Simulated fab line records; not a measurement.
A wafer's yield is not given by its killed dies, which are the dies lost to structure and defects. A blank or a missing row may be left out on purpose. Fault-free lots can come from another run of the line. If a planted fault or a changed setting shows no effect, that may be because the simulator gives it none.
fab line records -- flow n5Finfet
record lots=5, wafers=15, lastDay=17
route steps=1938 shown BEOL_M2@914 BEOL_M3@931 BEOL_M4@1111 PASSIVATION@1936
lots that met no fault: taken from a fault-free run of the same line
startH: the number of hours between the record's first day and the start of the first shown wafer of the lot -- waitH: time in hours since the lot's previous step -- " repeats the value in the row above -- L1.1+2: one row covering several wafers at once -- - no value, or no start given -- * or withheld: withheld -- < > ~ a bound
route shown NAME@n: a module of which the file shows steps, and the number in the route of the first -- usual: mean/standard deviation of fault-free wafers -- same: alike in all rows -- chamber/n: place in a boat -- sites: per-site readings -- _std_site: the standard deviation of these -- _edge_site: inner sites' mean taken away from outer sites' mean -- radiusMm: for every site, how far away it sits from the centre of the wafer -- mask NAME#n: copy n -- behind: the tool/chamber that last shaped the wafer -- hold: why the lot went on hold/how many hours it stayed there/how the hold came to an end -- device: the transistor (n, p or np) that didn't switch -- end of line: at the end of the route, the tests of the same wafers -- where a step has no rows: the recipe by itself -- killed: dies lost to structure and defects at the first sort, not the wafer's yield -- map: per-die view of a wafer (x killed, . not killed, _ where there is no die)
set.NAME: setting as actually run; set.NAME@STEP: the setting as run at that earlier step -- model.NAME: the simulator's own value behind a step, which no gauge read
certain route steps with their lots: each step a table, each wafer a row
services: from which hour (startH, from the record's first day; less than 0 if before it) a tool's chamber was out of use, for how many hours, and why
## steps
# step N5_BEOL_M2_SPUTTER_90
# recipe material=Cu, targetThkA=45, tempC=-20, chamberPressurePa=0.07, powerW=withheld, timeS=8.29
# step N5_BEOL_M2_ANNEAL_91
# recipe tempC=400, timeS=240, ambient=vacuum
# usual heaterPowerW=800/64, susceptorTempC=400.03/0.22, susceptor_temp_C_max=401.0/0.35
lot.wafer,tool,chamber,startH,waitH,heaterPowerW,susceptorTempC,susceptor_temp_C_max
L120.1,pvdSputter-01,-,148.24,0.0,815,399.84,401.0
L120.3,pvdSputter-01,-,148.24,0.0,745,400.06,401.2
L120.6,pvdSputter-01,-,148.24,0.0,825,399.78,400.9
L134.2,pvdSputter-01,-,222.37,0.0,767,399.97,400.9
L134.3,pvdSputter-01,-,222.37,0.0,764,400.12,401.1
L134.5,pvdSputter-01,-,222.37,0.0,896,400.02,400.7
L135.2,pvdSputter-01,-,234.72,0.0,883,399.91,400.6
L135.3,pvdSputter-01,-,234.72,0.0,763,400.14,401.5
L135.4,pvdSputter-01,-,234.72,0.0,804,399.73,401.2
L136.3,pvdSputter-01,-,239.46,0.0,752,399.99,401.2
L136.5,pvdSputter-01,-,239.46,0.0,756,400.21,401.0
L136.6,pvdSputter-01,-,239.46,0.0,894,400.03,400.8
L121.1,pvdSputter-01,-,276.01,0.0,897,400.20,400.9
L121.4,pvdSputter-01,-,276.01,0.0,827,399.91,401.4
L121.6,pvdSputter-01,-,276.01,0.0,748,400.25,401.2
# step N5_BEOL_M2_SPUTTER_92
# recipe material=Cu, targetThkA=45, tempC=-20, chamberPressurePa=0.07, powerW=withheld, timeS=8.29
# step N5_BEOL_M2_ANNEAL_93
# recipe tempC=400, timeS=240, ambient=vacuum
# step N5_BEOL_M2_SPUTTER_94
# recipe material=Cu, targetThkA=45, tempC=-20, chamberPressurePa=0.07, powerW=withheld, timeS=8.29
# usual susceptorTempC=-20.00/0.098, throttleValvePct=29.5/1.2
lot.wafer,tool,chamber,startH,waitH,susceptorTempC,throttleValvePct
L120.1,pvdSputter-01,-,148.60,0.1,-19.87,31.5
L120.3,pvdSputter-01,-,148.60,0.1,-19.98,29.1
L120.6,pvdSputter-01,-,148.60,0.1,-19.95,31.5
L134.2,pvdSputter-01,-,222.73,0.1,-19.94,28.2
L134.3,pvdSputter-01,-,222.73,0.1,-19.86,29.1
L134.5,pvdSputter-01,-,222.73,0.1,-20.16,29.4
L135.2,pvdSputter-01,-,235.08,0.1,-20.06,29.5
L135.3,pvdSputter-01,-,235.08,0.1,-19.92,29.1
L135.4,pvdSputter-01,-,235.08,0.1,-19.92,31.8
L136.3,pvdSputter-01,-,239.82,0.1,-19.96,29.1
L136.5,pvdSputter-01,-,239.82,0.1,-19.98,28.1
L136.6,pvdSputter-01,-,239.82,0.1,-19.97,29.7
L121.1,pvdSputter-01,-,276.37,0.1,-19.98,29.8
L121.4,pvdSputter-01,-,276.37,0.1,-20.01,31.5
L121.6,pvdSputter-01,-,276.37,0.1,-20.04,29.1
# step N5_BEOL_M2_ANNEAL_95
# recipe tempC=400, timeS=240, ambient=vacuum
# step N5_BEOL_M2_SPUTTER_96
# recipe material=Cu, targetThkA=45, tempC=-20, chamberPressurePa=0.07, powerW=withheld, timeS=8.29
# step N5_BEOL_M2_ECD_50
# recipe material=Cu, targetThkA=3000
# step N5_BEOL_M2_ANNEAL_51
# recipe tempC=225, timeS=90, ambient=N2
# step N5_BEOL_M2_CMP_52
# recipe stopOn=SiOC, tOverpolishS=6.8, downForcePsi=1, platenRpm=50, clearingPlatenDownForcePsi=1.5, clearingPlatenRpm=50, postCmpClean=cuAlkaline, targetThkNm=40, clearingPlatenPadVelocityMS=0.99484, padVelocityMS=0.99484
# usual barrierFieldEndpointS=24.9/0.68, headPressurePsi=0.9995/0.002, motorCurrentA=6.5/0.95, overpolishRunS=6.799/0.0088, platenRpm=49.999/0.029, timeToEndpointS=63/3
lot.wafer,tool,chamber,startH,waitH,barrierFieldEndpointS,headPressurePsi,motorCurrentA,overpolishRunS,platenRpm,timeToEndpointS
L120.3,cmp-04,2,149.35,0.2,25.3,0.9999,6.4,6.806,50.013,63
L120.1,cmp-04,3,149.35,0.2,24.6,1.0003,7.8,6.794,49.991,61
L120.6,cmp-04,2,149.35,0.2,24.6,1.0025,6.3,6.811,49.958,63
L134.3,cmp-04,1,223.53,0.2,25.0,0.9993,5.5,6.803,50.020,63
L134.2,cmp-04,0,223.53,0.2,25.1,1.0010,5.9,6.807,49.989,66
L134.5,cmp-04,2,223.53,0.2,24.2,1.0015,6.3,6.813,49.992,63
L135.4,cmp-02,1,235.79,0.1,24.5,0.9986,7.6,6.793,50.026,62
L135.2,cmp-02,2,235.79,0.1,24.0,1.0013,7.0,6.805,49.985,64
L135.3,cmp-02,0,235.79,0.1,24.6,1.0004,5.2,6.789,50.004,65
L136.3,cmp-04,0,240.61,0.2,25.3,0.9957,6.0,6.802,50.047,62
L136.5,cmp-04,2,240.61,0.2,25.0,0.9984,6.1,6.796,49.987,61
L136.6,cmp-04,3,240.61,0.2,25.7,0.9989,8.2,6.794,50.000,65
L121.1,cmp-02,2,277.43,0.6,23.8,0.9994,6.8,6.808,50.016,61
L121.4,cmp-02,3,277.43,0.6,24.3,1.0025,6.9,6.809,49.935,61
L121.6,cmp-02,0,277.43,0.6,24.6,0.9991,4.9,6.804,49.961,62
# step N5_BEOL_M2_THK_MEAS_53
# recipe thkMeasGauge=xrf, reads=Cu_of_BEOL_M2_ECD_50
# usual M2_THK=39.0/1.4
lot.wafer,tool,chamber,startH,waitH,M2_THK[nm]
L120.1,filmMetro-02,-,149.60,-,38.4
L120.3,filmMetro-02,-,149.60,-,39.9
L120.6,filmMetro-02,-,149.60,-,37.0
L134.2,filmMetro-01,-,223.82,-,40.2
L134.3,filmMetro-01,-,223.82,-,38.8
L134.5,filmMetro-01,-,223.82,-,37.2
L135.2,filmMetro-01,-,236.08,-,37.7
L135.3,filmMetro-01,-,236.08,-,38.3
L135.4,filmMetro-01,-,236.08,-,38.1
L136.3,filmMetro-02,-,240.83,-,39.4
L136.5,filmMetro-02,-,240.83,-,39.2
L136.6,filmMetro-02,-,240.83,-,40.4
L121.1,filmMetro-01,-,277.65,-,40.0
L121.4,filmMetro-01,-,277.65,-,40.4
L121.6,filmMetro-01,-,277.65,-,39.4
# step N5_BEOL_M2_PRE_CLEAN_60
# recipe gas=NH3/H2, timeS=15, tempC=*, rfPowerW=300
# step N5_BEOL_M2_CO_CAP_55
# recipe material=Co, targetThkA=20, tempC=200, precursor=CCTBA/H2, pressureTorr=30, timeS=102.1
# usual heaterPowerW=242/13, susceptorTempC=200.00/0.15
lot.wafer,tool,chamber,startH,waitH,heaterPowerW,susceptorTempC
L120.1,cvdCo-01,2,149.68,0.0,242,200.24
L120.3,cvdCo-01,0,149.68,0.0,233,199.80
L120.6,cvdCo-01,0,149.68,0.0,238,200.06
L134.2,cvdCo-01,2,223.91,0.0,248,199.88
L134.3,cvdCo-01,0,223.91,0.0,233,200.13
L134.5,cvdCo-01,1,223.91,0.0,253,199.91
L135.2,cvdCo-02,1,236.16,0.0,249,199.77
L135.3,cvdCo-02,2,236.16,0.0,214,199.99
L135.4,cvdCo-02,1,236.16,0.0,249,199.89
L136.3,cvdCo-01,2,240.90,0.0,248,200.04
L136.5,cvdCo-01,0,240.90,0.0,239,199.95
L136.6,cvdCo-01,2,240.90,0.0,249,199.91
L121.1,cvdCo-02,0,277.75,0.0,246,200.26
L121.4,cvdCo-02,2,277.75,0.0,208,199.74
L121.6,cvdCo-02,0,277.75,0.0,252,200.06
# step N5_BEOL_M2_PRE_CLEAN_56
# recipe gas=NH3, timeS=15, tempC=withheld, rfPowerW=300
# step N5_BEOL_M2_DEP_57
# recipe material=SiCN, targetThkA=80, tempC=withheld, precursor=3MS/NH3, pressureTorr=3, rfW=202, timeS=14
# step N5_BEOL_M2_RS_MEAS_58
# recipe thkMeasGauge=four-point-probe, reads=Co_of_BEOL_M2_CO_CAP_55+Cu_of_BEOL_M2_ECD_50+Co_of_BEOL_M2_CVD_47+TaN_of_BEOL_M2_ALD_84
# usual M2_RS=0.68/0.032
lot.wafer,tool,chamber,startH,waitH,M2_RS[ohm/sq]
L120.1,filmMetro-01,-,149.86,0.0,0.69
L120.3,filmMetro-01,-,149.86,0.0,0.66
L120.6,filmMetro-01,-,149.86,0.0,0.73
L134.2,filmMetro-02,-,224.09,0.1,0.66
L134.3,filmMetro-02,-,224.09,0.1,0.68
L134.5,filmMetro-02,-,224.09,0.1,0.72
L135.2,filmMetro-02,-,236.35,0.1,0.71
L135.3,filmMetro-02,-,236.35,0.1,0.70
L135.4,filmMetro-02,-,236.35,0.1,0.70
L136.3,filmMetro-02,-,241.12,0.1,0.67
L136.5,filmMetro-02,-,241.12,0.1,0.67
L136.6,filmMetro-02,-,241.12,0.1,0.65
L121.1,filmMetro-01,-,277.94,0.0,0.66
L121.4,filmMetro-01,-,277.94,0.0,0.65
L121.6,filmMetro-01,-,277.94,0.0,0.67
# step N5_BEOL_M2_INSPECT_59
# recipe inspectInstrument=darkfield, mode=postDep
# usual rawDefectCount=78/22
lot.wafer,tool,chamber,startH,waitH,rawDefectCount
L120.1,defectInspect-01,-,149.89,0.0,76
L120.3,defectInspect-01,-,149.89,0.0,47
L120.6,defectInspect-01,-,149.89,0.0,82
L134.2,defectInspect-02,-,224.12,0.0,89
L134.3,defectInspect-02,-,224.12,0.0,82
L134.5,defectInspect-02,-,224.12,0.0,67
L135.2,defectInspect-01,-,236.37,0.0,66
L135.3,defectInspect-01,-,236.37,0.0,94
L135.4,defectInspect-01,-,236.37,0.0,64
L136.3,defectInspect-02,-,241.14,0.0,357
L136.5,defectInspect-02,-,241.14,0.0,42
L136.6,defectInspect-02,-,241.14,0.0,349
L121.1,defectInspect-01,-,277.96,0.0,50
L121.4,defectInspect-01,-,277.96,0.0,73
L121.6,defectInspect-01,-,277.96,0.0,95
# step N5_BEOL_M3_ILD_DEP_00
# recipe material=SiOC, targetThkA=790, tempC=350, precursor=DEMS/O2, pressureTorr=5, rfW=500, timeS=15.3
# usual heaterPowerW=486/52, showerheadPlenumPTorr=5.691/0.0096, susceptorTempC=350.02/0.22, throttleValvePct=11.6/0.5
lot.wafer,tool,chamber,startH,waitH,heaterPowerW,showerheadPlenumPTorr,susceptorTempC,throttleValvePct
L120.1,pecvd-04,1,149.93,0.0,580,5.698,350.09,11.4
L120.3,pecvd-04,1,149.93,0.0,569,5.687,350.09,11.8
L120.6,pecvd-04,1,149.93,0.0,576,5.694,349.88,11.5
L134.2,pecvd-04,0,224.16,0.0,542,5.700,349.94,11.9
L134.3,pecvd-04,2,224.16,0.0,486,5.691,350.25,11.2
L134.5,pecvd-04,0,224.16,0.0,545,5.699,349.76,12.0
L135.2,pecvd-02,2,236.41,0.0,373,5.694,349.54,11.1
L135.3,pecvd-02,1,236.41,0.0,459,5.679,350.08,11.8
L135.4,pecvd-02,1,236.41,0.0,464,5.692,349.73,12.0
L136.3,pecvd-03,1,241.20,0.1,442,5.685,350.04,11.8
L136.5,pecvd-03,2,241.20,0.1,542,5.667,350.07,10.7
L136.6,pecvd-03,1,241.20,0.1,428,5.707,350.11,11.7
L121.1,pecvd-03,0,278.00,0.0,443,5.700,349.77,12.5
L121.4,pecvd-03,2,278.00,0.0,533,5.668,350.27,10.6
L121.6,pecvd-03,0,278.00,0.0,441,5.693,349.96,12.5
# step N5_BEOL_M3_THK_MEAS_01
# recipe reads=SiOC_of_BEOL_M3_ILD_DEP_00
# usual M3_ILD_THK=78.6/1.1
lot.wafer,tool,chamber,startH,waitH,M3_ILD_THK[nm]
L120.1,filmMetro-01,-,150.01,0.1,76.6
L120.3,filmMetro-01,-,150.01,0.1,78.5
L120.6,filmMetro-01,-,150.01,0.1,79.6
L134.2,filmMetro-02,-,224.22,0.1,78.0
L134.3,filmMetro-02,-,224.22,0.1,77.9
L134.5,filmMetro-02,-,224.22,0.1,78.9
L135.2,filmMetro-02,-,236.48,0.1,78.2
L135.3,filmMetro-02,-,236.48,0.1,77.6
L135.4,filmMetro-02,-,236.48,0.1,80.2
L136.3,filmMetro-02,-,241.26,0.1,79.1
L136.5,filmMetro-02,-,241.26,0.1,77.5
L136.6,filmMetro-02,-,241.26,0.1,78.6
L121.1,filmMetro-01,-,278.07,0.0,80.1
L121.4,filmMetro-01,-,278.07,0.0,79.3
L121.6,filmMetro-01,-,278.07,0.0,80.0
# step N5_BEOL_M3_PECVD_72
# recipe material=SiO2, targetThkA=160, tempC=400, precursor=TEOS/O2, pressureTorr=5.5, rfW=450, teosFlowSccm=53.8, gas=O2, flowSccm=3000, timeS=18
# usual heaterPowerW=726/79, showerheadPlenumPTorr=8.765/0.026, susceptorTempC=399.99/0.2, throttleValvePct=21.7/0.95
lot.wafer,tool,chamber,startH,waitH,heaterPowerW,showerheadPlenumPTorr,susceptorTempC,throttleValvePct
L120.1,pecvd-02,2,150.05,0.0,661,8.760,400.06,20.6
L120.3,pecvd-02,2,150.05,0.0,658,8.776,400.29,20.4
L120.6,pecvd-02,2,150.05,0.0,669,8.749,400.34,20.2
L134.2,pecvd-02,0,224.26,0.0,738,8.781,399.92,22.7
L134.3,pecvd-02,2,224.26,0.0,649,8.778,399.75,20.6
L134.5,pecvd-02,2,224.26,0.0,641,8.801,399.87,20.5
L135.2,pecvd-03,2,236.51,0.0,711,8.705,400.24,19.9
L135.3,pecvd-03,2,236.51,0.0,717,8.693,399.81,19.9
L135.4,pecvd-03,1,236.51,0.0,737,8.760,399.91,21.6
L136.3,pecvd-02,1,241.30,0.0,694,8.752,399.94,22.3
L136.5,pecvd-02,2,241.30,0.0,701,8.773,399.94,20.7
L136.6,pecvd-02,1,241.30,0.0,697,8.762,399.94,22.5
L121.1,pecvd-02,1,278.10,0.0,613,8.774,399.99,22.3
L121.4,pecvd-02,1,278.10,0.0,589,8.738,400.35,22.3
L121.6,pecvd-02,2,278.10,0.0,668,8.779,399.86,21.2
# step N5_BEOL_M3_HM_DEP_02
# recipe material=TiN, targetThkA=200, tempC=25, chamberPressurePa=0.49996
# step N5_BEOL_M3_COAT_61
# recipe resist=SOC, tempC=250, timeS=60, spinRpm=1500, resistThkNm=60
# step N5_BEOL_M3_COAT_62
# recipe resist=SiARC, tempC=220, timeS=60, spinRpm=1500, resistThkNm=12
# step N5_BEOL_M3_COAT_73
# recipe resist=underlayer, tempC=205, timeS=60, spinRpm=1500, resistThkNm=5
# step N5_BEOL_M3_COAT_05
# recipe resist=CAR-EUV, spinRpm=1500, resistThkNm=30
# step N5_BEOL_M3_EBR_07
# recipe solvent=PGMEA, ebrWidthMm=1.5
# step N5_BEOL_M3_SOFTBAKE_06
# recipe tempC=110, timeS=60, resist=CAR-EUV
# step N5_BEOL_M3_EXPOSE_08
# recipe maskId=M3, na=0.33, sourceShape=dipole, sigmaInner=0.369, sigmaOuter=0.767, polarization=unpolarized, doseMj=33
# step N5_BEOL_M3_PEB_09
# recipe pebTempC=100, pebTimeS=60, resist=CAR-EUV
# step N5_BEOL_M3_DEVELOP_10
# recipe developTimeS=30, developer=TMAH, resist=CAR-EUV, rinseLiquid=surfactantRinse, dry=airSpin, devTempC=23
# step N5_BEOL_M3_CD_MEAS_11
# recipe targetCdNm=17.05, landingEnergyEv=500, detector=seInlens, polarity=opening
# usual cdNm=17.10/0.25
lot.wafer,tool,chamber,startH,waitH,cdNm
L120.1,cdSem-01,0,151.31,-,16.91
L120.3,cdSem-01,0,151.31,-,17.42
L120.6,cdSem-01,0,151.31,-,17.05
L134.2,cdSem-01,0,225.18,-,17.11
L134.3,cdSem-01,0,225.18,-,17.56
L134.5,cdSem-01,0,225.18,-,17.26
L135.2,cdSem-01,0,237.74,-,17.04
L135.3,cdSem-01,0,237.74,-,16.95
L135.4,cdSem-01,0,237.74,-,17.37
L136.3,cdSem-01,0,241.99,-,17.41
L136.5,cdSem-01,0,241.99,-,17.08
L136.6,cdSem-01,0,241.99,-,17.00
L121.1,cdSem-03,0,279.53,-,17.07
L121.4,cdSem-03,0,279.53,-,17.00
L121.6,cdSem-03,0,279.53,-,16.90
# step N5_BEOL_M3_OVL_MEAS_12
# recipe pointsPerWafer=522
# usual M3_OVL=0.7/0.67
lot.wafer,tool,chamber,startH,waitH,M3_OVL[nm]
L120.1,overlay-01,0,151.34,0.0,1.0
L120.3,overlay-01,0,151.34,0.0,-0.2
L120.6,overlay-01,0,151.34,0.0,1.6
L134.2,overlay-02,0,225.22,0.0,1.1
L134.3,overlay-02,0,225.22,0.0,1.7
L134.5,overlay-02,0,225.22,0.0,1.0
L135.2,overlay-02,0,237.78,0.0,1.3
L135.3,overlay-02,0,237.78,0.0,1.1
L135.4,overlay-02,0,237.78,0.0,0.5
L136.3,overlay-02,0,242.03,0.0,1.0
L136.5,overlay-02,0,242.03,0.0,0.0
L136.6,overlay-02,0,242.03,0.0,0.2
L121.1,overlay-01,0,279.56,0.0,0.5
L121.4,overlay-01,0,279.56,0.0,-0.8
L121.6,overlay-01,0,279.56,0.0,0.6
# step N5_BEOL_M3_INSPECT_13
# recipe mode=adi, inspectInstrument=brightfield
# usual rawDefectCount=444/110
lot.wafer,tool,chamber,startH,waitH,rawDefectCount
L120.1,defectInspect-02,-,151.40,0.1,554
L120.3,defectInspect-02,-,151.40,0.1,365
L120.6,defectInspect-02,-,151.40,0.1,530
L134.2,defectInspect-02,-,225.27,0.0,359
L134.3,defectInspect-02,-,225.27,0.0,305
L134.5,defectInspect-02,-,225.27,0.0,289
L135.2,defectInspect-02,-,237.83,0.0,515
L135.3,defectInspect-02,-,237.83,0.0,556
L135.4,defectInspect-02,-,237.83,0.0,420
L136.3,defectInspect-01,-,242.08,0.0,746
L136.5,defectInspect-01,-,242.08,0.0,298
L136.6,defectInspect-01,-,242.08,0.0,715
L121.1,defectInspect-01,-,279.62,0.1,387
L121.4,defectInspect-01,-,279.62,0.1,320
L121.6,defectInspect-01,-,279.62,0.1,420
# step N5_BEOL_M3_DESCUM_16
# recipe chemistry=O2, timeS=7, sourcePowerW=50, biasPowerW=20, pressureMtorr=20, rfFrequencyHz=2.712e+07, tempC=40, resist=CAR-EUV, o2FlowSccm=225
# step N5_BEOL_M4_RC_MEAS_101
# usual DIBL_N=36.1/1.6, DIBL_P=35.7/1.8, IOFF_N=0.159/0.027, IOFF_P=0.21/0.03, ION_N=673/10, ION_P=462/7.4, SS_N=71.4/0.56, SS_P=73.2/0.61, VT_N=249.7/3, VT_P=-250/3.1
lot.wafer,tool,chamber,startH,waitH,DIBL_N[mV/V],DIBL_P[mV/V],IOFF_N[nA/um],IOFF_P[nA/um],ION_N[uA/um],ION_P[uA/um],SS_N[mV/dec],SS_P[mV/dec],VT_N[mV],VT_P[mV]
L120.1,prober-01,0,171.41,0.0,35.4,35.8,0.155,0.19,679,457,71.6,72.7,247.8,-255
L120.3,prober-01,0,171.41,0.0,37.1,38.0,0.183,0.22,674,452,72.1,73.0,251.5,-253
L120.6,prober-01,0,171.41,0.0,35.0,35.7,0.154,0.19,667,451,71.9,73.1,246.3,-254
L134.2,prober-01,0,255.44,0.2,38.8,37.8,0.196,0.23,686,465,72.3,73.6,246.6,-250
L134.3,prober-01,0,255.44,0.2,38.3,37.8,0.196,0.21,685,455,72.3,74.2,247.3,-251
L134.5,prober-01,0,255.44,0.2,36.5,34.4,0.146,0.18,679,463,71.3,72.9,251.6,-253
L135.2,prober-02,0,255.74,0.2,36.3,35.4,0.162,0.21,668,465,71.7,73.2,249.7,-248
L135.3,prober-02,0,255.74,0.2,38.1,38.6,0.210,0.28,677,464,72.6,73.8,243.5,-245
L135.4,prober-02,0,255.74,0.2,37.7,39.1,0.206,0.27,685,474,71.9,73.0,244.7,-245
L136.3,prober-02,0,276.86,0.3,40.6,42.1,0.289,0.32,697,471,73.1,74.0,239.8,-246
L136.5,prober-02,0,276.86,0.3,34.8,35.2,0.147,0.18,673,462,72.1,72.6,249.2,-253
L136.6,prober-02,0,276.86,0.3,35.9,36.2,0.167,0.20,676,456,70.6,72.3,246.7,-251
L121.1,prober-02,0,307.56,0.0,35.5,35.5,0.162,0.23,672,467,70.4,73.4,250.9,-247
L121.4,prober-02,0,307.56,0.0,34.6,34.5,0.153,0.21,681,469,70.9,72.9,248.9,-248
L121.6,prober-02,0,307.56,0.0,34.1,34.6,0.142,0.21,674,466,70.9,72.8,251.2,-247
# step N5_PASSIVATION_PROBE_49
# usual defectLimitedYield=91.0/1.3, killed_at_M0_to_M3=33/10, killed_at_M4_up=14/5.6, killedAtContacts=12/5.8, killedAtFrontEnd=43/11, killedAtOther=4.1/2.8, killedDies=106/15, killedOpen=70/12, killedShort=34/7.5, sort_bin_4_leakage=0.00/0.0099, sort_bin_5_function=5.3/0.88, sort_bin_6_memory=3.3/0.64, sortNPass=1074/15, sortYieldPct=91.0/1.3
# same grossDies=1180, killedAtBackSide=0, sort_bin_8_speed[%]=0
lot.wafer,tool,chamber,startH,waitH,defectLimitedYield[%],killed_at_M0_to_M3,killed_at_M4_up,killedAtContacts,killedAtFrontEnd,killedAtOther,killedDies,killedOpen,killedShort,sort_bin_4_leakage[%],sort_bin_5_function[%],sort_bin_6_memory[%],sortNPass,sortYieldPct[%]
L136.3,prober-01,-,376.28,0.1,80.4,136,18,24,50,3,231,86,37,0.08,12.2,5.9,948,80.3
L136.6,prober-01,-,376.43,0.3,82.0,134,30,15,30,3,212,82,25,0,10.9,5.6,968,82.0
L121.1,prober-01,-,408.06,0.0,89.3,34,21,18,52,1,126,78,47,0,6.2,4.4,1054,89.3
L121.4,prober-01,-,408.21,0.2,90.5,22,20,10,59,1,112,79,33,0,6.2,3.2,1068,90.5
L121.6,prober-01,-,408.31,0.3,88.6,35,21,18,57,4,135,82,52,0,6.4,4.4,1045,88.6
# killed by level:class
L136.3 BEOL_M2:unspecified=108 BEOL_M0_SAQP:geometricParticle:open=19 MOL_CONTACT_COAG:geometricParticle:open=17 BEOL_M4:geometricParticle:open=12 FIN_SAQP:geometricParticle:open=9 STI_FIN_REVEAL:geometricParticle:open=8 BEOL_M0_SAQP:geometricParticle:short=8 DUMMY_GATE:geometricParticle:open=7
L136.6 BEOL_M2:unspecified=103 BEOL_M4:geometricParticle:open=21 BEOL_M0_SAQP:geometricParticle:open=13 MOL_CONTACT_COAG:geometricParticle:open=13 BEOL_M0_SAQP:geometricParticle:short=6 FIN_SAQP:geometricParticle:short=5 STI_FIN_REVEAL:geometricParticle:open=5 DUMMY_GATE:geometricParticle:open=5
L121.1 FIN_SAQP:geometricParticle:open=15 MOL_CONTACT_COAG:geometricParticle:open=14 BEOL_M0_SAQP:geometricParticle:short=12 BEOL_M4:geometricParticle:open=10 STI_FIN_REVEAL:geometricParticle:open=8 FIN_SAQP:geometricParticle:short=7 BEOL_M0_SAQP:geometricParticle:open=7 GATE_CUT:geometricParticle:short=6
L121.4 FIN_SAQP:geometricParticle:open=22 FIN_SAQP:geometricParticle:short=16 MOL_CONTACT_COAG:geometricParticle:open=10 BEOL_M3:geometricParticle:open=8 BEOL_M4:geometricParticle:open=8 STI_FIN_REVEAL:geometricParticle:open=6 GATE_CUT:geometricParticle:open=3 GATE_CUT:geometricParticle:short=3
L121.6 MOL_CONTACT_COAG:geometricParticle:open=13 STI_FIN_REVEAL:geometricParticle:open=12 BEOL_M2:geometricParticle:open=11 GATE_CUT:geometricParticle:short=9 FIN_SAQP:geometricParticle:short=8 GATE_CUT:geometricParticle:open=7 BEOL_M0_SAQP:geometricParticle:short=7 BEOL_M0_SAQP:geometricParticle:open=7
# map L136.3 (x killed, . not)
_________________.......x..x.________________
______________.......x.........._____________
___________.x............x...x.....__________
__________.x......x................._________
________....x......x..x.x.x..x...x...._______
_______....x...................x..x...x______
______.............xx.......x..x........_____
_____...x...x..............x...x.x.x.....____
____........x...........x..........x......___
___...x.................xx.................__
___.......xx....x..x.xx................x...__
__...............x..xx.xx..x...x............_
__........x....x..xxx.xxxxx.x....x.........x_
_..................xxxxxx..x..........xxx....
_.............xxxxxxxxxxx.xx.................
_..........x...xxxxxxxxxxxxx............x....
_............x...xxxxxxxxxxxx...xx..x........
_x......x....x.xxxxxxxxxxxxxx...x...x........
_................x.xxxxxxxxx.x......x........
_.....xx........xx.xxxxxxxx..x......x.x......
_...............xxxxxxxxxx.xx.......x....xx..
__......xxx........x.............x...x......_
__...................x.......x.....x.....xx._
___.....x....x.......x........x.......xx...__
___.x................x..........x.....x...x__
____...xx....x.............x.........x..x.___
_____.........x.x............x..x...x...x____
______...x...x..x......................._____
_______......x...x.........x.x........x______
________.............x..x........xx..._______
__________...x......................_________
___________..................x.....__________
______________......xx.........x_____________
_________________.....x...xx.________________
# map L134.5 (x killed, . not)
_________________..........x.________________
______________x................._____________
___________x........x......x...x...__________
__________........xxx.......x......x_________
________x.........x...x..............._______
_______...............x....x..........x______
______....x................xx.....x....._____
_____x...x..................x.xx.........____
____.x.............x.............x........___
___...x..x............xx...................__
___......x...........x.......x.......x.x...__
__.x..x....x..x..........x...............xx._
__..........x.x.................x....x......_
_..x.....x.............x...........x.........
_.....................x........x..........x..
_............x.x..........x...x..........x...
_....x.......x.........x..........x..........
_...........x...x.....x...........x..........
_.......x.x..xx...x.............x...x.x..x...
_..........x.....x...x......x............x...
_........x.x.............x...................
__.......xx..............x........x........._
__......................................x..x_
___....x.........x...................x.....__
___...........xx.x........x....x...........__
____......xx..x......x........x........x..___
_____..................x..x...x..........____
______..........x.......x..xx..........._____
_______.........x......................______
________....x...x.......x....x........_______
__________.........................x_________
___________.....x..........xx......__________
______________.x....x.......x..._____________
_________________.x..........________________
## services
tool,chamber,startH,hours,kind
pecvd-02,1,130.79,30.3,repair
cmp-02,-,135.10,3.0,pm
cmp-04,-,135.93,2.8,repair
pvdSputter-01,-,136.42,1.1,repair
pecvd-02,-,139.70,0.8,repair
pecvd-03,-,146.85,5.5,pm
pecvd-03,-,161.70,1.3,repair
pecvd-04,-,166.65,1.6,repair
cmp-04,-,173.75,4.0,pm
cmp-04,-,177.75,-,consumableReplace:conditioner
cmp-04,-,194.82,0.4,repair
cmp-02,-,202.24,0.3,repair
cmp-02,-,204.88,4.0,pm
cvdCo-01,1,209.51,7.7,repair
cmp-02,-,222.61,6.2,repair
cvdCo-01,-,228.38,6.9,pm
pecvd-03,0,230.99,13.4,repair
cmp-04,-,247.56,1.2,repair
cvdCo-01,-,253.77,3.2,repair
cmp-04,-,255.29,0.5,repair
cvdCo-02,-,259.45,4.3,pm
pecvd-02,0,260.35,2.1,scheduledDown
cmp-04,-,261.01,0.4,repair
cvdCo-01,0,275.61,34.9,repair
## key
firstSign step=N5_BEOL_M2_INSPECT_59, reading=rawDefectCount, direction=up, sigmas=13, usual=78, struck=353
effect step=N5_BEOL_M3_INSPECT_13, reading=rawDefectCount, direction=up, sigmas=2.5, usual=444, struck=730
effect step=N5_PASSIVATION_PROBE_49, reading=killed_at_M0_to_M3, direction=up, sigmas=9.8, usual=33, struck=135
moreKillsBornAt N5_BEOL_M2_CO_CAP_55@cvdCo-01=211
metAt N5_BEOL_M2_CO_CAP_55
struckWafers L136.3,L136.6
onsetBetween 223.91 240.90
fault kind=chamberParticleSource, tool=cvdCo-01, chamber=2, onsetH=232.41, steps=N5_BEOL_M2_CO_CAP_55, ratePerVisitCm2=0.43457, endH=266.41
